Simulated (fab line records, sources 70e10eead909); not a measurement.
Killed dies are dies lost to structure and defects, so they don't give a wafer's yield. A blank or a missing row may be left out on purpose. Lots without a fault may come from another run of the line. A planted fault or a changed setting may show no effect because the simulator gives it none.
Chamber matching | flow nand_harc | NHARC_A_M0_PRE_CLEAN_31 on pecvd-03: 3 sister chambers
The step time 12 s. 6 wafers are shown with their chamber, then 7 later ones without.

WAFERS WITH THEIR CHAMBER
wafer  | chamber | heater_power_w (W)
L086.2 | 2       | 710
L086.5 | 2       | 722
L087.5 | 0       | 505
L087.6 | 1       | 587
L092.1 | 1       | 590
L092.3 | 0       | 519

WAFERS WITHOUT THEIR CHAMBER
wafer  | heater_power_w (W)
L092.4 | 650
L091.1 | 733
L091.2 | 530
L091.3 | 566
L094.1 | 572
L094.2 | 728
L094.5 | 591

WHICH CHAMBER EACH WENT THROUGH
wafer  | from the rows above     | in truth
L092.4 | can't be placed: 1 or 2 | 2
L091.1 | 2                       | 2
L091.2 | 0                       | 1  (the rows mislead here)
L091.3 | 1                       | 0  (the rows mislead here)
L094.1 | 1                       | 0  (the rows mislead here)
L094.2 | 2                       | 2
L094.5 | 1                       | 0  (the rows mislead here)
Placed correctly: 2 of 7. Can't be placed from these rows: 1 (the true chamber is among the candidates in 1). Placed wrongly: 4.
How it was worked out, from the rows above alone: a wafer's distance from a chamber is the root of the sum, over the readings, of the square of ((its reading less the chamber's mean) divided by the reading's scatter). The wafer belongs to the nearest chamber; if the next one is less than 2 further off, it can't be placed. A chamber's mean is the mean of its shown wafers. The scatter: the root of (the sum of the squares of (reading less its chamber's mean) over the shown wafers, divided by (wafers less chambers)).
